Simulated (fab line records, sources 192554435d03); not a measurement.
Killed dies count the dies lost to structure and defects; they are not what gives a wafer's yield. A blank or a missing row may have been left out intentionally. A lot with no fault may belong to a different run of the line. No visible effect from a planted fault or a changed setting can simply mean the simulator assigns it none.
fab line records ; flow n5_finfet
record: lots: 6; wafers: 17; last_day: 19
route steps=1938 shown SDB@348 BEOL_M4@1111 PASSIVATION@1936
lots that met no fault: from a run of the same line without faults
start_h: hours from the record's first day to the start of the lot's first wafer shown ; wait_h: hours from the lot's prior step to this one ; " the same as in the row above ; L1.1+2: one row covering several wafers at once ; - no value, or no start given ; * or withheld: withheld ; < > ~ a bound
route shown NAME@n: NAME is a module with steps in the file, n the number in the route of the first one ; usual: the fault-free wafers' mean and standard deviation ; same: alike in all rows ; chamber/n: place in a boat ; sites: per-site readings ; _std_site: standard deviation across them ; _edge_site: mean of outer sites minus mean of inner sites ; radius_mm: for every site, how far away it sits from the centre of the wafer ; mask NAME#n: copy n ; behind: the tool/chamber that last shaped the wafer ; hold: cause of the lot's hold/its duration in hours/its outcome ; device: the transistor (n, p or np) that didn't switch ; end of line: the route-end tests of the same wafers ; a step given without rows: its recipe and nothing more ; killed: count of dies lost to structure and defects at first sort (not the wafer's yield) ; map: dies across one wafer; x = killed, . = not, _ = none there
set.NAME: the setting the step ran with; set.NAME@STEP: the setting that earlier step ran with ; model.NAME: the simulator's own value behind a step, which no gauge read
lots at some steps of the route; a table a step, a row a wafer
services: the hour from which a tool's chamber was out of use, counted from the record's first day as start_h (under 0 if before that day), plus the number of hours and why
== steps ==
step: N5_SDB_COAT_03
recipe: resist: SOC; temp_c: 250; time_s: 60; spin_rpm: 1500; resist_thk_nm: 100
step: N5_SDB_COAT_04
recipe: resist: SiARC; temp_c: 220; time_s: 60; spin_rpm: 1500; resist_thk_nm: 18
step: N5_SDB_COAT_05
recipe: resist: CAR-ArF; spin_rpm: 1500; resist_thk_nm: 90
step: N5_SDB_EBR_07
recipe: solvent: PGMEA; ebr_width_mm: 1.5
step: N5_SDB_SOFTBAKE_06
recipe: temp_c: 110; time_s: 60; resist: CAR-ArF
step: N5_SDB_EXPOSE_08
recipe: mask_id: SDB; na: 1.35; source_shape: conventional; sigma_outer: 0.5; polarization: unpolarized; dose_mj: 49.6
step: N5_SDB_PEB_09
recipe: peb_temp_c: withheld; peb_time_s: 60; resist: CAR-ArF
step: N5_SDB_DEVELOP_10
recipe: develop_time_s: 30; developer: TMAH; resist: CAR-ArF; rinse_liquid: diw; dry: air_spin; dev_temp_c: 23
step: N5_SDB_CD_MEAS_11
recipe: target_cd_nm: 50; landing_energy_ev: 500; detector: se_inlens; polarity: opening
usual: cd_nm: 50.3/0.83
lot.wafer;tool;chamber;start_h;wait_h;cd_nm
L149.2;cd_sem-03;0;97.77;-;49.2
L149.4;cd_sem-03;0;97.77;-;50.0
L149.6;cd_sem-03;0;97.77;-;51.1
L151.1;cd_sem-03;0;108.40;-;50.8
L151.3;cd_sem-03;0;108.40;-;50.4
L151.4;cd_sem-03;0;108.40;-;50.2
L155.1;cd_sem-03;0;131.69;-;50.5
L155.5;cd_sem-03;0;131.69;-;50.2
L155.6;cd_sem-03;0;131.69;-;49.7
L159.4;cd_sem-01;0;156.61;-;51.3
L159.6;cd_sem-01;0;156.61;-;52.1
L164.4;cd_sem-02;0;191.55;-;51.2
L164.5;cd_sem-02;0;191.55;-;50.8
L164.6;cd_sem-02;0;191.55;-;52.5
L165.1;cd_sem-02;0;197.32;-;50.5
L165.2;cd_sem-02;0;197.32;-;49.9
L165.3;cd_sem-02;0;197.32;-;50.1
step: N5_SDB_OVL_MEAS_12
recipe: points_per_wafer: 44
usual: SDB_OVL: -0.1/0.71
lot.wafer;tool;chamber;start_h;wait_h;SDB_OVL[nm]
L149.2;overlay-01;0;97.80;0.0;-0.8
L149.4;overlay-01;0;97.80;0.0;-0.9
L149.6;overlay-01;0;97.80;0.0;0.4
L151.1;overlay-01;0;108.43;0.0;-0.1
L151.3;overlay-01;0;108.43;0.0;-1.1
L151.4;overlay-01;0;108.43;0.0;-0.8
L155.1;overlay-01;0;131.72;0.0;0.3
L155.5;overlay-01;0;131.72;0.0;-0.2
L155.6;overlay-01;0;131.72;0.0;0.4
L159.4;overlay-01;0;156.63;0.0;-0.3
L159.6;overlay-01;0;156.63;0.0;0.9
L164.4;overlay-01;0;191.58;0.0;0.0
L164.5;overlay-01;0;191.58;0.0;-0.1
L164.6;overlay-01;0;191.58;0.0;0.7
L165.1;overlay-02;0;197.35;0.0;-0.2
L165.2;overlay-02;0;197.35;0.0;-0.5
L165.3;overlay-02;0;197.35;0.0;-2.1
step: N5_SDB_INSPECT_13
recipe: mode: adi; inspect_instrument: brightfield
usual: raw_defect_count: 72/28
lot.wafer;tool;chamber;start_h;wait_h;raw_defect_count
L149.2;defect_inspect-02;-;97.82;0.0;39
L149.4;defect_inspect-02;-;97.82;0.0;29
L149.6;defect_inspect-02;-;97.82;0.0;31
L151.1;defect_inspect-01;-;108.46;0.0;132
L151.3;defect_inspect-01;-;108.46;0.0;75
L151.4;defect_inspect-01;-;108.46;0.0;72
L155.1;defect_inspect-01;-;131.75;0.0;40
L155.5;defect_inspect-01;-;131.75;0.0;26
L155.6;defect_inspect-01;-;131.75;0.0;64
L159.4;defect_inspect-01;-;156.66;0.0;54
L159.6;defect_inspect-01;-;156.66;0.0;91
L164.4;defect_inspect-02;-;191.61;0.0;67
L164.5;defect_inspect-02;-;191.61;0.0;43
L164.6;defect_inspect-02;-;191.61;0.0;57
L165.1;defect_inspect-02;-;197.37;0.0;83
L165.2;defect_inspect-02;-;197.37;0.0;69
L165.3;defect_inspect-02;-;197.37;0.0;62
step: N5_SDB_DESCUM_16
recipe: chemistry: O2; time_s: 7.9; source_power_w: 50; bias_power_w: 20; pressure_mtorr: 20; rf_frequency_hz: 2.712e+07; temp_c: 40; resist: CAR-ArF; o2_flow_sccm: 225
usual: chamber_pressure_mTorr: 20.000/0.019; drypump_motor_current_A: 5.8/0.51; oes_product_au: 0.78/0.077; rf_vpp_V: 243.4/1.1; showerhead_plenum_p_Torr: 2.11/0.051; throttle_valve_pct: 20.52/0.16
lot.wafer;tool;chamber;start_h;wait_h;chamber_pressure_mTorr;drypump_motor_current_A;oes_product_au;rf_hours_counter_h;rf_vpp_V;showerhead_plenum_p_Torr;throttle_valve_pct
L149.2;rie_diel-05;3;97.86;0.0;20.016;6.0;0.85;66;241.8;2.03;20.55
L149.4;rie_diel-05;1;97.86;0.0;19.997;6.6;0.80;118;243.7;2.11;20.25
L149.6;rie_diel-05;1;97.86;0.0;20.003;6.6;0.80;-;243.5;2.11;20.25
L151.1;rie_diel-01;0;108.49;0.0;20.002;6.5;0.92;26;243.3;2.05;20.29
L151.3;rie_diel-01;3;108.49;0.0;19.989;5.2;0.80;100;244.9;2.11;20.69
L151.4;rie_diel-01;1;108.49;0.0;20.024;5.6;0.78;142;243.6;2.11;20.64
L155.1;rie_diel-01;3;131.78;0.0;20.005;5.2;0.77;108;243.4;2.10;20.68
L155.5;rie_diel-01;1;131.78;0.0;19.990;5.7;0.77;-;242.7;2.10;20.66
L155.6;rie_diel-01;0;131.78;0.0;20.003;6.5;0.89;-;243.2;2.05;20.29
L159.4;rie_diel-01;2;156.69;0.0;20.006;5.0;0.69;237;243.6;2.15;20.39
L159.6;rie_diel-01;0;156.69;0.0;20.007;6.5;0.87;-;243.5;2.04;20.31
L164.4;rie_diel-05;3;191.64;0.0;20.026;6.0;0.81;94;242.3;2.02;20.61
L164.5;rie_diel-05;0;191.64;0.0;19.993;5.7;0.82;-;243.2;2.21;20.51
L164.6;rie_diel-05;1;191.64;0.0;19.989;6.6;0.78;-;243.7;2.10;20.29
L165.1;rie_diel-05;3;197.40;0.0;19.962;6.0;0.81;96;241.9;2.02;20.62
L165.2;rie_diel-05;2;197.40;0.0;19.997;6.1;0.73;200;244.2;2.17;20.74
L165.3;rie_diel-05;0;197.40;0.0;19.990;5.7;0.81;79;245.0;2.21;20.54
step: N5_SDB_ETCH_17
recipe: chemistry: CF4; target: SiARC; target_depth_a: 234; mask_material: CAR-ArF; time_s: 39; ion_energy_ev: 80; pressure_mtorr: 40; source_w: 545; bias_w: 36; Ar_flow_sccm: 100; cf4_flow_sccm: 100; ends: cleared
usual: chamber_pressure_mTorr: 40.00/0.036; drypump_motor_current_A: 5.8/0.51; etch_rf_on_time_s: 39.0/0.49; oes_product_au: 0.66/0.064; rf_vpp_V: 184.2/0.97; showerhead_plenum_p_Torr: 2.16/0.05; throttle_valve_pct: 15.70/0.16
lot.wafer;tool;chamber;start_h;wait_h;chamber_pressure_mTorr;drypump_motor_current_A;etch_rf_on_time_s;oes_product_au;rf_hours_counter_h;rf_vpp_V;showerhead_plenum_p_Torr;throttle_valve_pct
L149.2;rie_diel-05;3;97.89;0.0;40.03;5.9;38.6;0.73;66;183.3;2.08;15.70
L149.4;rie_diel-05;1;97.89;0.0;40.02;6.6;39.0;0.68;118;185.2;2.15;15.44
L149.6;rie_diel-05;1;97.89;0.0;40.07;6.6;38.9;0.68;-;183.3;2.15;15.42
L151.1;rie_diel-01;0;108.53;0.0;40.07;6.5;39.3;0.77;26;183.3;2.10;15.43
L151.3;rie_diel-01;3;108.53;0.0;40.01;5.2;38.3;0.69;100;183.5;2.15;15.82
L151.4;rie_diel-01;1;108.53;0.0;39.96;5.6;38.5;0.67;142;183.3;2.15;15.74
L155.1;rie_diel-01;3;131.82;0.0;40.03;5.2;38.1;0.67;108;185.4;2.15;15.81
L155.5;rie_diel-01;1;131.82;0.0;40.03;5.6;38.8;0.66;-;183.8;2.14;15.75
L155.6;rie_diel-01;0;131.82;0.0;40.01;6.5;69.1;0.58;-;182.9;2.10;15.44
L159.4;rie_diel-01;2;156.73;0.0;40.08;5.0;39.3;0.60;237;184.3;2.20;15.65
L159.6;rie_diel-01;0;156.73;0.0;40.02;6.5;70.2;0.58;-;183.4;2.10;15.48
L164.4;rie_diel-05;3;191.67;0.0;40.02;5.9;38.7;0.70;94;182.4;2.08;15.76
L164.5;rie_diel-05;0;191.67;0.0;40.03;5.7;39.6;0.69;-;186.2;2.25;15.69
L164.6;rie_diel-05;1;191.67;0.0;39.93;6.6;38.8;0.67;-;182.0;2.15;15.46
L165.1;rie_diel-05;3;197.44;0.0;40.01;6.0;38.7;0.69;96;181.4;2.07;15.78
L165.2;rie_diel-05;2;197.44;0.0;40.00;6.0;39.2;0.62;200;184.0;2.20;15.92
L165.3;rie_diel-05;0;197.44;0.0;40.02;5.7;39.7;0.69;79;184.7;2.25;15.70
step: N5_SDB_ETCH_18
recipe: chemistry: N2/H2; target: SOC; target_depth_a: 1000; overetch_a: 200; mask_material: SiARC; temp_c: 40; time_s: 150; ion_energy_ev: 200; pressure_mtorr: 30; source_w: 840; bias_w: 150; n2_flow_sccm: 200; h2_flow_sccm: 200
usual: chamber_pressure_mTorr: 30.000/0.026; drypump_motor_current_A: 5.8/0.51; oes_product_au: 0.70/0.066; rf_vpp_V: 524.4/1.9; showerhead_plenum_p_Torr: 2.56/0.063; throttle_valve_pct: 17.94/0.16
lot.wafer;tool;chamber;start_h;wait_h;chamber_pressure_mTorr;drypump_motor_current_A;oes_product_au;rf_hours_counter_h;rf_vpp_V;showerhead_plenum_p_Torr;throttle_valve_pct
L149.2;rie_diel-05;3;97.93;0.0;29.986;6.0;0.76;67;521.9;2.47;17.89
L149.4;rie_diel-05;1;97.93;0.0;30.063;6.6;0.71;118;524.7;2.56;17.75
L149.6;rie_diel-05;1;97.93;0.0;29.963;6.6;0.71;-;526.0;2.56;17.75
L151.1;rie_diel-01;0;108.56;0.0;29.971;6.5;0.81;26;522.4;2.50;17.70
L151.3;rie_diel-01;3;108.56;0.0;30.062;5.2;0.71;100;524.0;2.57;18.08
L151.4;rie_diel-01;1;108.56;0.0;30.084;5.6;0.70;142;524.6;2.55;18.02
L155.1;rie_diel-01;3;131.85;0.0;29.999;5.2;0.70;108;524.7;2.57;18.10
L155.5;rie_diel-01;1;131.85;0.0;29.979;5.7;0.69;-;523.0;2.54;18.04
L155.6;rie_diel-01;0;131.85;0.0;29.946;6.5;0.79;-;520.6;2.49;17.72
L159.4;rie_diel-01;2;156.76;0.0;29.993;5.0;0.63;237;524.9;2.60;17.72
L159.6;rie_diel-01;0;156.76;0.0;29.996;6.5;0.78;-;523.0;2.49;17.75
L164.4;rie_diel-05;3;191.71;0.0;29.991;6.0;0.72;94;520.9;2.45;17.94
L164.5;rie_diel-05;0;191.71;0.0;30.017;5.7;0.73;-;528.0;2.69;17.97
L164.6;rie_diel-05;1;191.71;0.0;29.981;6.6;0.70;-;524.2;2.55;17.79
L165.1;rie_diel-05;3;197.47;0.0;29.980;6.0;0.72;96;520.1;2.45;17.94
L165.2;rie_diel-05;2;197.47;0.0;30.046;6.1;0.65;200;525.9;2.63;18.12
L165.3;rie_diel-05;0;197.47;0.0;29.988;5.7;0.74;79;526.3;2.69;17.99
step: N5_BEOL_M4_RC_MEAS_101
usual: DIBL_N: 36.6/1.3; DIBL_P: 36.4/1.4; IOFF_N: 0.167/0.023; IOFF_P: 0.219/0.029; ION_N: 678/8.7; ION_P: 464/6.4; SS_N: 71.5/0.53; SS_P: 73.4/0.57; VT_N: 248.5/2.8; VT_P: -249/3.1
lot.wafer;tool;chamber;start_h;wait_h;DIBL_N[mV/V];DIBL_P[mV/V];IOFF_N[nA/um];IOFF_P[nA/um];ION_N[uA/um];ION_P[uA/um];SS_N[mV/dec];SS_P[mV/dec];VT_N[mV];VT_P[mV]
L149.2;prober-02;0;201.24;0.2;35.5;35.2;0.142;0.242;675;480;72.1;72.8;251.9;-244
L149.4;prober-02;0;201.24;0.2;37.1;37.0;0.176;0.269;678;473;72.2;73.2;249.8;-245
L149.6;prober-02;0;201.24;0.2;35.3;34.9;0.135;0.232;676;473;71.5;73.0;255.2;-247
L151.1;prober-01;0;233.01;0.0;36.1;36.4;0.144;0.185;669;459;71.2;73.2;250.8;-252
L151.3;prober-01;0;233.01;0.0;37.5;37.8;0.161;0.192;678;457;71.9;74.0;248.4;-252
L151.4;prober-01;0;233.01;0.0;37.0;37.1;0.152;0.184;675;453;71.7;73.7;247.8;-255
L155.1;prober-01;0;254.70;0.0;33.7;34.7;0.145;0.229;679;470;71.3;72.7;250.3;-244
L155.5;prober-01;0;254.70;0.0;35.5;36.4;0.177;0.247;688;469;71.3;73.7;247.6;-245
L155.6;prober-01;0;254.70;0.0;33.3;34.6;0.134;0.224;666;465;70.5;73.0;252.9;-245
L159.4;prober-02;0;297.14;0.5;36.0;35.6;0.158;0.239;674;468;71.2;73.8;250.5;-246
L159.6;prober-02;0;297.14;0.5;38.3;37.8;0.201;0.270;672;463;71.8;74.3;247.1;-246
L164.4;prober-01;0;334.99;0.5;36.9;35.3;0.148;0.176;676;458;71.3;73.2;249.4;-254
L164.5;prober-01;0;334.99;0.5;37.7;36.3;0.158;0.191;680;457;71.2;73.0;250.6;-251
L164.6;prober-01;0;334.99;0.5;37.2;35.9;0.148;0.179;669;458;71.5;73.4;251.7;-255
L165.1;prober-01;0;351.14;0.0;36.9;37.9;0.164;0.231;674;467;71.6;74.1;251.0;-249
L165.2;prober-01;0;351.14;0.0;36.5;37.0;0.149;0.200;676;457;71.7;72.9;249.8;-253
L165.3;prober-01;0;351.14;0.0;37.9;39.8;0.187;0.257;683;471;72.1;73.3;247.3;-248
step: N5_PASSIVATION_PROBE_49
usual: defect_limited_yield: 91.6/1.6; killed_at_M0_to_M3: 32/9.7; killed_at_M4_up: 13/4.4; killed_at_contacts: 12/6.5; killed_at_front_end: 38/12; killed_at_other: 3.7/3; killed_dies: 99/18; killed_open: 66/14; killed_short: 32/7.5; sort_bin_5_function: 4.9/1; sort_bin_6_memory: 3.2/0.73; sort_n_pass: 1081/18; sort_yield_pct: 91.6/1.6
same: gross_dies: 1180; killed_at_back_side: 0; sort_bin_4_leakage[%]: 0; sort_bin_8_speed[%]: 0
lot.wafer;tool;chamber;start_h;wait_h;defect_limited_yield[%];killed_at_M0_to_M3;killed_at_M4_up;killed_at_contacts;killed_at_front_end;killed_at_other;killed_dies;killed_open;killed_short;sort_bin_5_function[%];sort_bin_6_memory[%];sort_n_pass;sort_yield_pct[%]
L151.1;prober-02;-;329.25;0.0;91.3;41;14;9;38;1;103;74;28;5.8;2.7;1077;91.3
L151.3;prober-02;-;329.35;0.1;89.4;38;14;24;46;3;125;88;34;6.4;3.8;1055;89.4
L151.4;prober-02;-;329.40;0.2;91.4;33;13;14;37;4;101;74;24;5.5;2.9;1079;91.4
L155.1;prober-01;-;353.40;0.0;94.5;26;8;7;22;2;65;48;17;3.1;2.2;1115;94.5
L155.5;prober-01;-;353.60;0.2;93.6;40;7;6;18;4;75;53;22;4.2;2.0;1105;93.6
L155.6;prober-01;-;353.65;0.3;92.5;38;15;4;25;7;89;67;22;4.2;3.2;1091;92.5
L159.4;prober-01;-;403.34;0.2;91.4;38;11;12;37;4;102;72;30;5.1;3.5;1078;91.4
L159.6;prober-01;-;403.44;0.3;90.3;42;9;16;44;3;114;70;41;5.9;3.3;1066;90.3
L165.1;prober-02;-;455.22;0.0;91.1;22;14;6;59;4;105;65;38;5.3;3.1;1075;91.1
L165.2;prober-02;-;455.27;0.1;91.8;32;9;11;37;8;97;67;29;4.5;3.3;1083;91.8
L165.3;prober-02;-;455.32;0.1;91.9;26;15;14;38;2;95;64;30;4.8;2.9;1085;91.9
killed by level:class
L151.1 STI_FIN_REVEAL:geometric_particle:open=10 BEOL_M0_SAQP:geometric_particle:open=10 BEOL_M1:geometric_particle:open=9 FIN_SAQP:geometric_particle:open=8 BEOL_M3:geometric_particle:open=8 GATE_CUT:geometric_particle:short=7 MOL_CONTACT_COAG:geometric_particle:open=7 BEOL_M0_SAQP:geometric_particle:short=6
L151.3 MOL_CONTACT_COAG:geometric_particle:open=22 STI_FIN_REVEAL:geometric_particle:open=11 BEOL_M1:geometric_particle:open=10 BEOL_M0_SAQP:geometric_particle:open=9 BEOL_M0_SAQP:geometric_particle:short=9 GATE_CUT:geometric_particle:short=7 FIN_SAQP:geometric_particle:open=6 STI_FIN_REVEAL:geometric_particle:short=5
L151.4 FIN_SAQP:geometric_particle:open=13 MOL_CONTACT_COAG:geometric_particle:open=10 BEOL_M1:geometric_particle:open=9 BEOL_M2:geometric_particle:open=8 BEOL_M0_SAQP:geometric_particle:open=7 FIN_SAQP:geometric_particle:short=6 BEOL_M4:geometric_particle:open=6 BEOL_M0_SAQP:geometric_particle:short=4
L155.1 BEOL_M1:geometric_particle:open=6 DUMMY_GATE:geometric_particle:open=5 MOL_CONTACT_COAG:geometric_particle:open=5 BEOL_M1:geometric_particle:short=4 BEOL_M3:geometric_particle:open=4 BEOL_M0_SAQP:geometric_particle:open=3 BEOL_M0_SAQP:geometric_particle:short=3 BEOL_M0:geometric_particle:open=3
L155.5 BEOL_M0:geometric_particle:open=15 BEOL_M1:geometric_particle:open=7 BEOL_M3:geometric_particle:open=6 MOL_CONTACT_COAG:geometric_particle:open=5 DUMMY_GATE:geometric_particle:open=4 FIN_SAQP:geometric_particle:short=3 BEOL_M0_SAQP:geometric_particle:short=3 BEOL_M0:geometric_particle:short=3
L155.6 BEOL_M4:geometric_particle:open=8 BEOL_M0_SAQP:geometric_particle:short=7 BEOL_M1:geometric_particle:open=7 FIN_SAQP:geometric_particle:open=6 STI_FIN_REVEAL:geometric_particle:open=6 BEOL_M0_SAQP:geometric_particle:open=6 BEOL_M0:geometric_particle:open=5 PAD_METAL:geometric_particle:open=5
L159.4 STI_FIN_REVEAL:geometric_particle:open=12 MOL_CONTACT_COAG:geometric_particle:open=9 BEOL_M2:geometric_particle:open=9 FIN_SAQP:geometric_particle:open=7 BEOL_M1:geometric_particle:open=7 BEOL_M0_SAQP:geometric_particle:short=6 BEOL_M0_SAQP:geometric_particle:open=6 STI_FIN_REVEAL:geometric_particle:short=4
L159.6 FIN_SAQP:geometric_particle:open=13 MOL_CONTACT_COAG:geometric_particle:open=12 BEOL_M3:geometric_particle:open=11 BEOL_M0_SAQP:geometric_particle:short=10 FIN_SAQP:geometric_particle:short=9 BEOL_M0_SAQP:geometric_particle:open=9 GATE_CUT:geometric_particle:short=4 MOL_CONTACT_COAG:geometric_particle:short=4
L165.1 STI_FIN_REVEAL:geometric_particle:open=15 DUMMY_GATE:geometric_particle:open=10 FIN_SAQP:geometric_particle:short=7 BEOL_M3:geometric_particle:open=7 GATE_CUT:geometric_particle:short=6 STARTING-WAFER:geometric_particle:short=6 MOL_CONTACT_COAG:geometric_particle:open=5 FIN_SAQP:geometric_particle:open=4
L165.2 MOL_CONTACT_COAG:geometric_particle:open=11 DUMMY_GATE:geometric_particle:open=9 BEOL_M3:geometric_particle:open=7 STI_FIN_REVEAL:geometric_particle:open=6 GATE_CUT:geometric_particle:short=5 BEOL_M2:geometric_particle:open=5 FIN_SAQP:geometric_particle:short=4 BEOL_M0_SAQP:geometric_particle:short=4
L165.3 FIN_SAQP:geometric_particle:open=8 MOL_CONTACT_COAG:geometric_particle:open=8 FIN_SAQP:geometric_particle:short=6 MOL_CONTACT_COAG:geometric_particle:short=6 BEOL_M0_SAQP:geometric_particle:open=6 BEOL_M1:geometric_particle:open=6 STI_FIN_REVEAL:geometric_particle:open=5 DUMMY_GATE:geometric_particle:open=5
== services ==
tool;chamber;start_h;hours;kind
rie_diel-05;-;132.88;14.6;pm
rie_diel-05;1;173.90;8.8;repair
rie_diel-01;0;182.28;1.9;repair
rie_diel-01;2;190.80;1.6;repair
== key ==
first_sign: step: N5_SDB_ETCH_17; reading: etch_rf_on_time_s; direction: up; sigmas: 62; usual: *; struck: *
effect none on later readings
met_at N5_SDB_ETCH_17
struck_wafers L155.6,L159.6
onset_between 108.53 131.82
fault: kind: process_parameter_drift; tool: rie_diel-01; chamber: -; onset_h: 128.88; steps: N5_SDB_ETCH_17; channel: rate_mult; offset: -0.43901; shape: step; end_h: 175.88; scope: struck_wafers_only
